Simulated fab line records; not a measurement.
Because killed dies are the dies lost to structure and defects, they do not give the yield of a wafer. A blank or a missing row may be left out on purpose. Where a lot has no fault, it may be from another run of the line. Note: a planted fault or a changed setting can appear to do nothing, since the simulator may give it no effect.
Matching of chambers || flow n5_finfet || cvd_co-01 running N5_BEOL_M2_PRE_CLEAN_60: 3 sister chambers
The step time 15 s. 6 wafers are shown with their chamber, then 12 later ones without.

## WAFERS PAIRED WITH THEIR CHAMBERS
{"wafer": "L086.2", "chamber": 2, "heater_power_w (W)": 88}
{"wafer": "L086.4", "chamber": 0, "heater_power_w (W)": 95}
{"wafer": "L086.5", "chamber": 1, "heater_power_w (W)": 88}
{"wafer": "L087.1", "chamber": 1, "heater_power_w (W)": 86}
{"wafer": "L087.5", "chamber": 0, "heater_power_w (W)": 93}
{"wafer": "L087.6", "chamber": 2, "heater_power_w (W)": 92}

## WAFERS WITHOUT THEIR CHAMBER
{"wafer": "L090.2", "heater_power_w (W)": 86}
{"wafer": "L090.3", "heater_power_w (W)": 88}
{"wafer": "L090.5", "heater_power_w (W)": 92}
{"wafer": "L091.2", "heater_power_w (W)": 90}
{"wafer": "L091.5", "heater_power_w (W)": 88}
{"wafer": "L091.6", "heater_power_w (W)": 85}
{"wafer": "L094.2", "heater_power_w (W)": 88}
{"wafer": "L094.3", "heater_power_w (W)": 92}
{"wafer": "L094.5", "heater_power_w (W)": 89}
{"wafer": "L096.1", "heater_power_w (W)": 86}
{"wafer": "L096.4", "heater_power_w (W)": 93}
{"wafer": "L096.6", "heater_power_w (W)": 86}

## THE CHAMBER EACH PASSED THROUGH
{"wafer": "L090.2", "from the rows above": "can't be placed: 1 or 2", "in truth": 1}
{"wafer": "L090.3", "from the rows above": "can't be placed: 1 or 2", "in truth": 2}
{"wafer": "L090.5", "from the rows above": "can't be placed: 0 or 2 or 1", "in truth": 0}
{"wafer": "L091.2", "from the rows above": "can't be placed: 2 or 1", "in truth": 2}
{"wafer": "L091.5", "from the rows above": "can't be placed: 1 or 2", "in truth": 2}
{"wafer": "L091.6", "from the rows above": "can't be placed: 1 or 2", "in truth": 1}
{"wafer": "L094.2", "from the rows above": "can't be placed: 1 or 2", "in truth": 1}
{"wafer": "L094.3", "from the rows above": "can't be placed: 0 or 2 or 1", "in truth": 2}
{"wafer": "L094.5", "from the rows above": "can't be placed: 2 or 1", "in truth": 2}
{"wafer": "L096.1", "from the rows above": "can't be placed: 1 or 2", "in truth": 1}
{"wafer": "L096.4", "from the rows above": "can't be placed: 0 or 2", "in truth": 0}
{"wafer": "L096.6", "from the rows above": "can't be placed: 1 or 2", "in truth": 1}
Placed correctly: 0 of 12. Not placeable from these rows: 12 (in 12, the candidates include the true chamber). Placed wrongly: 0.
How it was worked out, from the rows above alone: a wafer's distance from a chamber is the root of the sum, over the readings, of the square of ((its reading less the chamber's mean) divided by the reading's scatter). The wafer belongs to the nearest chamber; if the next one is less than 2 further off, it can't be placed. Each chamber's mean is taken over the wafers shown for it. How the scatter is found: for the shown wafers, subtract from each reading the mean of its chamber, square and add these, divide the total by (wafers less chambers), then take the root.
